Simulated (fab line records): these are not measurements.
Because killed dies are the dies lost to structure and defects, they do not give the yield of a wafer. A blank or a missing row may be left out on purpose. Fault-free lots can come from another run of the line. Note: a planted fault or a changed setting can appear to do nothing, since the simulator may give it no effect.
fab line records / flow n5_finfet
[record] lots = 14 wafers = 38 last_day = 18
route steps=1938 shown SD_EPI_N@294 SD_EPI_P@303 SD_ACTIVATION@330
lots with no fault: from the same line, run without faults
start_h: hours from the record's opening day to when the first of the lot's shown wafers began / wait_h: hours from the lot's prior step to this one / " unchanged from the row above / L1.1+2: a row that stands for several wafers / - no value present, or no start provided / * or withheld: withheld / < > ~ a bound
route shown NAME@n: names a module that has steps shown in the file, with the first one's number in the route / usual: average and standard deviation across the fault-free wafers / same: alike in all rows / chamber/n: place in a boat / sites: the reading at each site / _std_site: the standard deviation of these / _edge_site: the outer-site mean with the inner-site mean subtracted / radius_mm: how far each site lies from the wafer's centre / mask NAME#n: copy n / behind: tool/chamber where the wafer was last shaped / hold: why the lot was held/for how many hours/how that ended / device: names the non-switching transistor (n, p or np) / end of line: the tests these same wafers got at the end of their route / a step without rows: its recipe alone / killed: dies that structure and defects cost at the first sort, which is not the same as the wafer's yield / map: per-die view of a wafer (x killed, . not killed, _ where there is no die)
set.NAME: setting as actually run; set.NAME@STEP: the setting as run at that earlier step / model.NAME: the simulator's own value behind a step, which no gauge read
route steps across a sampled set of lots; one table per step, one row per wafer
services: when a tool's chamber went out of use (start_h, in hours from the record's first day, below 0 if earlier), for how many hours, and the reason
[[steps]]
[step N5_SD_EPI_N_INSPECT_26]
[recipe] inspect_instrument = darkfield mode = post_epi
[usual] raw_defect_count = 195/40
lot.wafer=L515.1 tool=defect_inspect-02 chamber=- start_h=52.77 wait_h=0.1 raw_defect_count=222
lot.wafer=L515.2 tool=defect_inspect-02 chamber=- start_h=52.77 wait_h=0.1 raw_defect_count=224
lot.wafer=L515.3 tool=defect_inspect-02 chamber=- start_h=52.77 wait_h=0.1 raw_defect_count=273
lot.wafer=L518.5 tool=defect_inspect-02 chamber=- start_h=73.28 wait_h=0.0 raw_defect_count=176
lot.wafer=L518.6 tool=defect_inspect-02 chamber=- start_h=73.28 wait_h=0.0 raw_defect_count=165
lot.wafer=L519.2 tool=defect_inspect-01 chamber=- start_h=80.00 wait_h=0.1 raw_defect_count=169
lot.wafer=L519.4 tool=defect_inspect-01 chamber=- start_h=80.00 wait_h=0.1 raw_defect_count=194
lot.wafer=L519.5 tool=defect_inspect-01 chamber=- start_h=80.00 wait_h=0.1 raw_defect_count=238
lot.wafer=L521.2 tool=defect_inspect-01 chamber=- start_h=91.24 wait_h=0.1 raw_defect_count=246
lot.wafer=L521.5 tool=defect_inspect-01 chamber=- start_h=91.24 wait_h=0.1 raw_defect_count=285
lot.wafer=L528.2 tool=defect_inspect-01 chamber=- start_h=134.64 wait_h=0.1 raw_defect_count=140
lot.wafer=L528.3 tool=defect_inspect-01 chamber=- start_h=134.64 wait_h=0.1 raw_defect_count=188
lot.wafer=L528.4 tool=defect_inspect-01 chamber=- start_h=134.64 wait_h=0.1 raw_defect_count=149
lot.wafer=L529.3 tool=defect_inspect-01 chamber=- start_h=142.75 wait_h=0.1 raw_defect_count=172
lot.wafer=L529.4 tool=defect_inspect-01 chamber=- start_h=142.75 wait_h=0.1 raw_defect_count=203
lot.wafer=L529.5 tool=defect_inspect-01 chamber=- start_h=142.75 wait_h=0.1 raw_defect_count=134
lot.wafer=L530.2 tool=defect_inspect-01 chamber=- start_h=144.14 wait_h=0.1 raw_defect_count=217
lot.wafer=L530.4 tool=defect_inspect-01 chamber=- start_h=144.14 wait_h=0.1 raw_defect_count=170
lot.wafer=L530.5 tool=defect_inspect-01 chamber=- start_h=144.14 wait_h=0.1 raw_defect_count=168
lot.wafer=L532.1 tool=defect_inspect-01 chamber=- start_h=160.88 wait_h=0.1 raw_defect_count=126
lot.wafer=L532.5 tool=defect_inspect-01 chamber=- start_h=160.88 wait_h=0.1 raw_defect_count=170
lot.wafer=L532.6 tool=defect_inspect-01 chamber=- start_h=160.88 wait_h=0.1 raw_defect_count=139
lot.wafer=L533.3 tool=defect_inspect-02 chamber=- start_h=162.05 wait_h=0.1 raw_defect_count=167
lot.wafer=L533.4 tool=defect_inspect-02 chamber=- start_h=162.05 wait_h=0.1 raw_defect_count=233
lot.wafer=L534.2 tool=defect_inspect-02 chamber=- start_h=171.91 wait_h=0.1 raw_defect_count=226
lot.wafer=L534.4 tool=defect_inspect-02 chamber=- start_h=171.91 wait_h=0.1 raw_defect_count=171
lot.wafer=L534.6 tool=defect_inspect-02 chamber=- start_h=171.91 wait_h=0.1 raw_defect_count=175
lot.wafer=L535.2 tool=defect_inspect-01 chamber=- start_h=174.34 wait_h=0.1 raw_defect_count=238
lot.wafer=L535.5 tool=defect_inspect-01 chamber=- start_h=174.34 wait_h=0.1 raw_defect_count=288
lot.wafer=L536.1 tool=defect_inspect-02 chamber=- start_h=178.86 wait_h=0.1 raw_defect_count=143
lot.wafer=L536.4 tool=defect_inspect-02 chamber=- start_h=178.86 wait_h=0.1 raw_defect_count=249
lot.wafer=L536.6 tool=defect_inspect-02 chamber=- start_h=178.86 wait_h=0.1 raw_defect_count=242
lot.wafer=L537.1 tool=defect_inspect-01 chamber=- start_h=191.88 wait_h=0.1 raw_defect_count=202
lot.wafer=L537.4 tool=defect_inspect-01 chamber=- start_h=191.88 wait_h=0.1 raw_defect_count=186
lot.wafer=L537.6 tool=defect_inspect-01 chamber=- start_h=191.88 wait_h=0.1 raw_defect_count=244
lot.wafer=L538.2 tool=defect_inspect-02 chamber=- start_h=197.42 wait_h=0.1 raw_defect_count=183
lot.wafer=L538.5 tool=defect_inspect-02 chamber=- start_h=197.42 wait_h=0.1 raw_defect_count=194
lot.wafer=L538.6 tool=defect_inspect-02 chamber=- start_h=197.42 wait_h=0.1 raw_defect_count=172
[step N5_SD_EPI_P_CD_MEAS_09]
[recipe] target_cd_nm = 240 landing_energy_ev = 500 detector = se_inlens
[usual] cd_nm = 239.8/0.93
lot.wafer=L515.1 tool=cd_sem-02 chamber=0 start_h=53.04 wait_h=- cd_nm=237.8
lot.wafer=L515.2 tool=cd_sem-02 chamber=0 start_h=53.04 wait_h=- cd_nm=237.8
lot.wafer=L515.3 tool=cd_sem-02 chamber=0 start_h=53.04 wait_h=- cd_nm=238.7
lot.wafer=L518.5 tool=cd_sem-01 chamber=0 start_h=73.69 wait_h=- cd_nm=238.9
lot.wafer=L518.6 tool=cd_sem-01 chamber=0 start_h=73.69 wait_h=- cd_nm=239.9
lot.wafer=L519.2 tool=cd_sem-01 chamber=0 start_h=80.40 wait_h=- cd_nm=239.0
lot.wafer=L519.4 tool=cd_sem-01 chamber=0 start_h=80.40 wait_h=- cd_nm=240.6
lot.wafer=L519.5 tool=cd_sem-01 chamber=0 start_h=80.40 wait_h=- cd_nm=239.8
lot.wafer=L521.2 tool=cd_sem-03 chamber=0 start_h=91.64 wait_h=- cd_nm=241.4
lot.wafer=L521.5 tool=cd_sem-03 chamber=0 start_h=91.64 wait_h=- cd_nm=241.0
lot.wafer=L528.2 tool=cd_sem-02 chamber=0 start_h=135.04 wait_h=- cd_nm=238.9
lot.wafer=L528.3 tool=cd_sem-02 chamber=0 start_h=135.04 wait_h=- cd_nm=240.3
lot.wafer=L528.4 tool=cd_sem-02 chamber=0 start_h=135.04 wait_h=- cd_nm=241.8
lot.wafer=L529.3 tool=cd_sem-02 chamber=0 start_h=143.15 wait_h=- cd_nm=240.3
lot.wafer=L529.4 tool=cd_sem-02 chamber=0 start_h=143.15 wait_h=- cd_nm=241.9
lot.wafer=L529.5 tool=cd_sem-02 chamber=0 start_h=143.15 wait_h=- cd_nm=240.0
lot.wafer=L530.2 tool=cd_sem-03 chamber=0 start_h=144.54 wait_h=- cd_nm=241.3
lot.wafer=L530.4 tool=cd_sem-03 chamber=0 start_h=144.54 wait_h=- cd_nm=240.8
lot.wafer=L530.5 tool=cd_sem-03 chamber=0 start_h=144.54 wait_h=- cd_nm=239.2
lot.wafer=L532.1 tool=cd_sem-01 chamber=0 start_h=161.16 wait_h=- cd_nm=241.0
lot.wafer=L532.5 tool=cd_sem-01 chamber=0 start_h=161.16 wait_h=- cd_nm=241.4
lot.wafer=L532.6 tool=cd_sem-01 chamber=0 start_h=161.16 wait_h=- cd_nm=239.5
lot.wafer=L533.3 tool=cd_sem-01 chamber=0 start_h=162.33 wait_h=- cd_nm=239.2
lot.wafer=L533.4 tool=cd_sem-01 chamber=0 start_h=162.33 wait_h=- cd_nm=240.4
lot.wafer=L534.2 tool=cd_sem-03 chamber=0 start_h=172.19 wait_h=- cd_nm=240.4
lot.wafer=L534.4 tool=cd_sem-03 chamber=0 start_h=172.19 wait_h=- cd_nm=240.5
lot.wafer=L534.6 tool=cd_sem-03 chamber=0 start_h=172.19 wait_h=- cd_nm=239.5
lot.wafer=L535.2 tool=cd_sem-01 chamber=0 start_h=174.74 wait_h=- cd_nm=240.1
lot.wafer=L535.5 tool=cd_sem-01 chamber=0 start_h=174.74 wait_h=- cd_nm=239.2
lot.wafer=L536.1 tool=cd_sem-01 chamber=0 start_h=179.26 wait_h=- cd_nm=238.2
lot.wafer=L536.4 tool=cd_sem-01 chamber=0 start_h=179.26 wait_h=- cd_nm=238.6
lot.wafer=L536.6 tool=cd_sem-01 chamber=0 start_h=179.26 wait_h=- cd_nm=240.2
lot.wafer=L537.1 tool=cd_sem-03 chamber=0 start_h=192.28 wait_h=- cd_nm=238.6
lot.wafer=L537.4 tool=cd_sem-03 chamber=0 start_h=192.28 wait_h=- cd_nm=240.7
lot.wafer=L537.6 tool=cd_sem-03 chamber=0 start_h=192.28 wait_h=- cd_nm=241.3
lot.wafer=L538.2 tool=cd_sem-01 chamber=0 start_h=197.82 wait_h=- cd_nm=240.4
lot.wafer=L538.5 tool=cd_sem-01 chamber=0 start_h=197.82 wait_h=- cd_nm=239.3
lot.wafer=L538.6 tool=cd_sem-01 chamber=0 start_h=197.82 wait_h=- cd_nm=240.1
[step N5_SD_EPI_P_STRIP_40]
[recipe] chemistry = N2/H2 power_w = 1000 temp_c = 250 h2_frac = 0.65 overash_fraction = 0.3 pressure_mtorr = withheld n2_flow_sccm = 1750 h2_flow_sccm = 3250
[usual] drypump_motor_current_A = 5.7/0.31 heater_power_w = 352/11 oes_product_au = 0.762/0.011
lot.wafer=L515.1 tool=plasma_asher-02 chamber=1 start_h=54.48 wait_h=0.0 drypump_motor_current_A=6.1 heater_power_w=358 oes_product_au=0.755 rf_hours_counter_h=33
lot.wafer=L515.2 tool=plasma_asher-02 chamber=0 start_h=54.48 wait_h=0.0 drypump_motor_current_A=5.7 heater_power_w=343 oes_product_au=0.752 rf_hours_counter_h=33
lot.wafer=L515.3 tool=plasma_asher-02 chamber=1 start_h=54.48 wait_h=0.0 drypump_motor_current_A=6.1 heater_power_w=352 oes_product_au=0.759 rf_hours_counter_h=-
lot.wafer=L518.5 tool=plasma_asher-02 chamber=1 start_h=74.64 wait_h=0.1 drypump_motor_current_A=6.1 heater_power_w=366 oes_product_au=0.736 rf_hours_counter_h=-
lot.wafer=L518.6 tool=plasma_asher-02 chamber=0 start_h=74.64 wait_h=0.1 drypump_motor_current_A=5.7 heater_power_w=334 oes_product_au=0.783 rf_hours_counter_h=-
lot.wafer=L519.2 tool=plasma_asher-01 chamber=1 start_h=81.32 wait_h=0.0 drypump_motor_current_A=5.5 heater_power_w=357 oes_product_au=0.759 rf_hours_counter_h=78
lot.wafer=L519.4 tool=plasma_asher-01 chamber=1 start_h=81.32 wait_h=0.0 drypump_motor_current_A=5.5 heater_power_w=358 oes_product_au=0.766 rf_hours_counter_h=-
lot.wafer=L519.5 tool=plasma_asher-01 chamber=0 start_h=81.32 wait_h=0.0 drypump_motor_current_A=5.3 heater_power_w=371 oes_product_au=0.753 rf_hours_counter_h=-
lot.wafer=L521.2 tool=plasma_asher-02 chamber=0 start_h=92.56 wait_h=0.0 drypump_motor_current_A=5.7 heater_power_w=337 oes_product_au=0.749 rf_hours_counter_h=41
lot.wafer=L521.5 tool=plasma_asher-02 chamber=0 start_h=92.56 wait_h=0.0 drypump_motor_current_A=5.7 heater_power_w=338 oes_product_au=0.755 rf_hours_counter_h=-
lot.wafer=L528.2 tool=plasma_asher-01 chamber=1 start_h=136.16 wait_h=0.0 drypump_motor_current_A=5.5 heater_power_w=362 oes_product_au=0.753 rf_hours_counter_h=89
lot.wafer=L528.3 tool=plasma_asher-01 chamber=0 start_h=136.16 wait_h=0.0 drypump_motor_current_A=5.3 heater_power_w=361 oes_product_au=0.748 rf_hours_counter_h=-
lot.wafer=L528.4 tool=plasma_asher-01 chamber=1 start_h=136.16 wait_h=0.0 drypump_motor_current_A=5.5 heater_power_w=366 oes_product_au=0.760 rf_hours_counter_h=-
lot.wafer=L529.3 tool=plasma_asher-02 chamber=0 start_h=144.21 wait_h=0.1 drypump_motor_current_A=5.8 heater_power_w=340 oes_product_au=0.753 rf_hours_counter_h=-
lot.wafer=L529.4 tool=plasma_asher-02 chamber=1 start_h=144.21 wait_h=0.1 drypump_motor_current_A=6.1 heater_power_w=354 oes_product_au=0.770 rf_hours_counter_h=-
lot.wafer=L529.5 tool=plasma_asher-02 chamber=0 start_h=144.21 wait_h=0.1 drypump_motor_current_A=5.8 heater_power_w=332 oes_product_au=0.763 rf_hours_counter_h=-
lot.wafer=L530.2 tool=plasma_asher-02 chamber=1 start_h=145.46 wait_h=0.0 drypump_motor_current_A=6.1 heater_power_w=360 oes_product_au=0.754 rf_hours_counter_h=52
lot.wafer=L530.4 tool=plasma_asher-02 chamber=0 start_h=145.46 wait_h=0.0 drypump_motor_current_A=5.7 heater_power_w=345 oes_product_au=0.756 rf_hours_counter_h=-
lot.wafer=L530.5 tool=plasma_asher-02 chamber=0 start_h=145.46 wait_h=0.0 drypump_motor_current_A=5.7 heater_power_w=335 oes_product_au=0.754 rf_hours_counter_h=-
lot.wafer=L532.1 tool=plasma_asher-02 chamber=0 start_h=162.08 wait_h=0.0 drypump_motor_current_A=5.7 heater_power_w=331 oes_product_au=0.770 rf_hours_counter_h=55
lot.wafer=L532.5 tool=plasma_asher-02 chamber=0 start_h=162.08 wait_h=0.0 drypump_motor_current_A=5.7 heater_power_w=343 oes_product_au=0.764 rf_hours_counter_h=-
lot.wafer=L532.6 tool=plasma_asher-02 chamber=1 start_h=162.08 wait_h=0.0 drypump_motor_current_A=6.1 heater_power_w=359 oes_product_au=0.776 rf_hours_counter_h=-
lot.wafer=L533.3 tool=plasma_asher-01 chamber=1 start_h=163.28 wait_h=0.0 drypump_motor_current_A=5.4 heater_power_w=358 oes_product_au=0.764 rf_hours_counter_h=-
lot.wafer=L533.4 tool=plasma_asher-01 chamber=0 start_h=163.28 wait_h=0.0 drypump_motor_current_A=5.3 heater_power_w=371 oes_product_au=0.753 rf_hours_counter_h=-
lot.wafer=L534.2 tool=plasma_asher-01 chamber=1 start_h=173.10 wait_h=0.0 drypump_motor_current_A=5.5 heater_power_w=355 oes_product_au=0.778 rf_hours_counter_h=96
lot.wafer=L534.4 tool=plasma_asher-01 chamber=0 start_h=173.10 wait_h=0.0 drypump_motor_current_A=5.3 heater_power_w=361 oes_product_au=0.742 rf_hours_counter_h=-
lot.wafer=L534.6 tool=plasma_asher-01 chamber=0 start_h=173.10 wait_h=0.0 drypump_motor_current_A=5.3 heater_power_w=368 oes_product_au=0.765 rf_hours_counter_h=-
lot.wafer=L535.2 tool=plasma_asher-02 chamber=0 start_h=175.66 wait_h=0.0 drypump_motor_current_A=5.7 heater_power_w=340 oes_product_au=0.767 rf_hours_counter_h=58
lot.wafer=L535.5 tool=plasma_asher-02 chamber=1 start_h=175.66 wait_h=0.0 drypump_motor_current_A=6.1 heater_power_w=357 oes_product_au=0.766 rf_hours_counter_h=-
lot.wafer=L536.1 tool=plasma_asher-01 chamber=0 start_h=180.18 wait_h=0.0 drypump_motor_current_A=5.3 heater_power_w=372 oes_product_au=0.755 rf_hours_counter_h=97
lot.wafer=L536.4 tool=plasma_asher-01 chamber=1 start_h=180.18 wait_h=0.0 drypump_motor_current_A=5.4 heater_power_w=360 oes_product_au=0.759 rf_hours_counter_h=-
lot.wafer=L536.6 tool=plasma_asher-01 chamber=0 start_h=180.18 wait_h=0.0 drypump_motor_current_A=5.3 heater_power_w=370 oes_product_au=0.754 rf_hours_counter_h=-
lot.wafer=L537.1 tool=plasma_asher-01 chamber=0 start_h=193.51 wait_h=0.0 drypump_motor_current_A=5.3 heater_power_w=361 oes_product_au=0.769 rf_hours_counter_h=100
lot.wafer=L537.4 tool=plasma_asher-01 chamber=0 start_h=193.51 wait_h=0.0 drypump_motor_current_A=5.3 heater_power_w=359 oes_product_au=0.766 rf_hours_counter_h=-
lot.wafer=L537.6 tool=plasma_asher-01 chamber=1 start_h=193.51 wait_h=0.0 drypump_motor_current_A=5.5 heater_power_w=360 oes_product_au=0.772 rf_hours_counter_h=-
lot.wafer=L538.2 tool=plasma_asher-02 chamber=0 start_h=198.82 wait_h=0.1 drypump_motor_current_A=5.7 heater_power_w=337 oes_product_au=0.759 rf_hours_counter_h=62
lot.wafer=L538.5 tool=plasma_asher-02 chamber=0 start_h=198.82 wait_h=0.1 drypump_motor_current_A=5.7 heater_power_w=342 oes_product_au=0.746 rf_hours_counter_h=-
lot.wafer=L538.6 tool=plasma_asher-02 chamber=1 start_h=198.82 wait_h=0.1 drypump_motor_current_A=6.1 heater_power_w=357 oes_product_au=0.768 rf_hours_counter_h=-
[step N5_SD_ACTIVATION_RTA_00]
[recipe] temp_c = 975 time_s = 0 ambient = N2 idle_temp_c = 600 ramp_up_c_per_s = 150 ramp_down_c_per_s = 60 cool_to_c = 600
[usual] lamp_power_pct = 8.96/0.051 lamp_zone_1_pct = 8.952/0.026 wafer_temp_C_max = 974.9/1.9
lot.wafer=L515.1 tool=rtp_anneal-02 chamber=0 start_h=57.44 wait_h=0.1 lamp_power_pct=8.92 lamp_zone_1_pct=8.971 wafer_temp_C_max=975.9
lot.wafer=L515.2 tool=rtp_anneal-02 chamber=0 start_h=57.44 wait_h=0.1 lamp_power_pct=8.96 lamp_zone_1_pct=8.976 wafer_temp_C_max=971.9
lot.wafer=L515.3 tool=rtp_anneal-02 chamber=0 start_h=57.44 wait_h=0.1 lamp_power_pct=8.94 lamp_zone_1_pct=8.965 wafer_temp_C_max=971.5
lot.wafer=L518.5 tool=rtp_anneal-02 chamber=0 start_h=78.47 wait_h=0.1 lamp_power_pct=8.90 lamp_zone_1_pct=8.923 wafer_temp_C_max=972.9
lot.wafer=L518.6 tool=rtp_anneal-02 chamber=0 start_h=78.47 wait_h=0.1 lamp_power_pct=8.96 lamp_zone_1_pct=8.943 wafer_temp_C_max=975.4
lot.wafer=L519.2 tool=rtp_anneal-02 chamber=0 start_h=84.26 wait_h=0.1 lamp_power_pct=8.93 lamp_zone_1_pct=8.957 wafer_temp_C_max=972.9
lot.wafer=L519.4 tool=rtp_anneal-02 chamber=0 start_h=84.26 wait_h=0.1 lamp_power_pct=9.06 lamp_zone_1_pct=8.984 wafer_temp_C_max=972.8
lot.wafer=L519.5 tool=rtp_anneal-02 chamber=0 start_h=84.26 wait_h=0.1 lamp_power_pct=8.94 lamp_zone_1_pct=8.936 wafer_temp_C_max=972.4
lot.wafer=L521.2 tool=rtp_anneal-02 chamber=0 start_h=95.51 wait_h=0.1 lamp_power_pct=9.08 lamp_zone_1_pct=8.968 wafer_temp_C_max=976.3
lot.wafer=L521.5 tool=rtp_anneal-02 chamber=0 start_h=95.51 wait_h=0.1 lamp_power_pct=8.98 lamp_zone_1_pct=8.996 wafer_temp_C_max=972.8
lot.wafer=L528.2 tool=rtp_anneal-02 chamber=- start_h=139.21 wait_h=0.2 lamp_power_pct=- lamp_zone_1_pct=- wafer_temp_C_max=-
lot.wafer=L528.3 tool=rtp_anneal-02 chamber=- start_h=139.21 wait_h=0.2 lamp_power_pct=- lamp_zone_1_pct=- wafer_temp_C_max=-
lot.wafer=L528.4 tool=rtp_anneal-02 chamber=- start_h=139.21 wait_h=0.2 lamp_power_pct=- lamp_zone_1_pct=- wafer_temp_C_max=-
lot.wafer=L529.3 tool=rtp_anneal-01 chamber=- start_h=147.32 wait_h=0.2 lamp_power_pct=- lamp_zone_1_pct=- wafer_temp_C_max=-
lot.wafer=L529.4 tool=rtp_anneal-01 chamber=- start_h=147.32 wait_h=0.2 lamp_power_pct=- lamp_zone_1_pct=- wafer_temp_C_max=-
lot.wafer=L529.5 tool=rtp_anneal-01 chamber=- start_h=147.32 wait_h=0.2 lamp_power_pct=- lamp_zone_1_pct=- wafer_temp_C_max=-
lot.wafer=L530.2 tool=rtp_anneal-01 chamber=- start_h=148.42 wait_h=0.1 lamp_power_pct=- lamp_zone_1_pct=- wafer_temp_C_max=-
lot.wafer=L530.4 tool=rtp_anneal-01 chamber=- start_h=148.42 wait_h=0.1 lamp_power_pct=- lamp_zone_1_pct=- wafer_temp_C_max=-
lot.wafer=L530.5 tool=rtp_anneal-01 chamber=- start_h=148.42 wait_h=0.1 lamp_power_pct=- lamp_zone_1_pct=- wafer_temp_C_max=-
lot.wafer=L532.1 tool=rtp_anneal-02 chamber=0 start_h=165.00 wait_h=0.0 lamp_power_pct=9.04 lamp_zone_1_pct=8.927 wafer_temp_C_max=978.0
lot.wafer=L532.5 tool=rtp_anneal-02 chamber=0 start_h=165.00 wait_h=0.0 lamp_power_pct=9.03 lamp_zone_1_pct=8.919 wafer_temp_C_max=975.3
lot.wafer=L532.6 tool=rtp_anneal-02 chamber=0 start_h=165.00 wait_h=0.0 lamp_power_pct=9.01 lamp_zone_1_pct=8.972 wafer_temp_C_max=977.1
lot.wafer=L533.3 tool=rtp_anneal-02 chamber=0 start_h=166.24 wait_h=0.1 lamp_power_pct=8.98 lamp_zone_1_pct=8.931 wafer_temp_C_max=974.6
lot.wafer=L533.4 tool=rtp_anneal-02 chamber=0 start_h=166.24 wait_h=0.1 lamp_power_pct=8.89 lamp_zone_1_pct=8.941 wafer_temp_C_max=972.3
lot.wafer=L534.2 tool=rtp_anneal-02 chamber=0 start_h=176.89 wait_h=0.1 lamp_power_pct=9.00 lamp_zone_1_pct=8.928 wafer_temp_C_max=974.3
lot.wafer=L534.4 tool=rtp_anneal-02 chamber=0 start_h=176.89 wait_h=0.1 lamp_power_pct=8.95 lamp_zone_1_pct=8.898 wafer_temp_C_max=974.5
lot.wafer=L534.6 tool=rtp_anneal-02 chamber=0 start_h=176.89 wait_h=0.1 lamp_power_pct=8.93 lamp_zone_1_pct=8.957 wafer_temp_C_max=975.7
lot.wafer=L535.2 tool=rtp_anneal-02 chamber=0 start_h=178.61 wait_h=0.1 lamp_power_pct=8.97 lamp_zone_1_pct=8.958 wafer_temp_C_max=976.4
lot.wafer=L535.5 tool=rtp_anneal-02 chamber=0 start_h=178.61 wait_h=0.1 lamp_power_pct=8.96 lamp_zone_1_pct=8.946 wafer_temp_C_max=975.8
lot.wafer=L536.1 tool=rtp_anneal-02 chamber=0 start_h=183.11 wait_h=0.0 lamp_power_pct=8.97 lamp_zone_1_pct=8.958 wafer_temp_C_max=973.5
lot.wafer=L536.4 tool=rtp_anneal-02 chamber=0 start_h=183.11 wait_h=0.0 lamp_power_pct=8.90 lamp_zone_1_pct=8.960 wafer_temp_C_max=972.7
lot.wafer=L536.6 tool=rtp_anneal-02 chamber=0 start_h=183.11 wait_h=0.0 lamp_power_pct=8.99 lamp_zone_1_pct=8.950 wafer_temp_C_max=971.3
lot.wafer=L537.1 tool=rtp_anneal-01 chamber=0 start_h=197.28 wait_h=0.0 lamp_power_pct=8.95 lamp_zone_1_pct=8.954 wafer_temp_C_max=978.8
lot.wafer=L537.4 tool=rtp_anneal-01 chamber=0 start_h=197.28 wait_h=0.0 lamp_power_pct=8.94 lamp_zone_1_pct=8.978 wafer_temp_C_max=975.6
lot.wafer=L537.6 tool=rtp_anneal-01 chamber=0 start_h=197.28 wait_h=0.0 lamp_power_pct=8.96 lamp_zone_1_pct=8.950 wafer_temp_C_max=978.2
lot.wafer=L538.2 tool=rtp_anneal-02 chamber=0 start_h=202.63 wait_h=0.1 lamp_power_pct=8.99 lamp_zone_1_pct=8.922 wafer_temp_C_max=976.2
lot.wafer=L538.5 tool=rtp_anneal-02 chamber=0 start_h=202.63 wait_h=0.1 lamp_power_pct=8.90 lamp_zone_1_pct=9.000 wafer_temp_C_max=975.8
lot.wafer=L538.6 tool=rtp_anneal-02 chamber=0 start_h=202.63 wait_h=0.1 lamp_power_pct=9.00 lamp_zone_1_pct=8.981 wafer_temp_C_max=974.0
[[services]]
tool=rtp_anneal-02 chamber=- start_h=38.06 hours=4.6 kind=pm
[[key]]
[first_sign] step = N5_SD_ACTIVATION_RTA_00 reading = tool_record direction = missing
effect none on later readings
met_at N5_SD_ACTIVATION_RTA_00
struck_lots L528,L529,L530
tester_left_out L528,L529,L530
[baseline_loss] step = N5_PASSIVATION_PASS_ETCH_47 wafers = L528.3
[baseline_loss] step = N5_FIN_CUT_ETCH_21 wafers = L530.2
not_acting_at N5_SD_EPI_N_INSPECT_26,N5_SD_EPI_P_CD_MEAS_09,N5_SD_EPI_P_STRIP_40
onset_between 95.51 139.21
[fault] kind = skipped_step_whole tool = rtp_anneal-01,rtp_anneal-02 chamber = - onset_h = 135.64 steps = N5_SD_ACTIVATION_RTA_00 scope = struck_lots_only
// tester_left_out: of these lots the tester's yield and bins aren't shown, on N5 and GAA mostly nor the transistor test; their killed dies are dies lost to structure and defects alone, not to doping, threshold or leakage, so they don't give the yield
// baseline_loss: these wafers lose ten dies or more at that step, a loss of the line's own and not of a fault; the sort's usual values leave them out
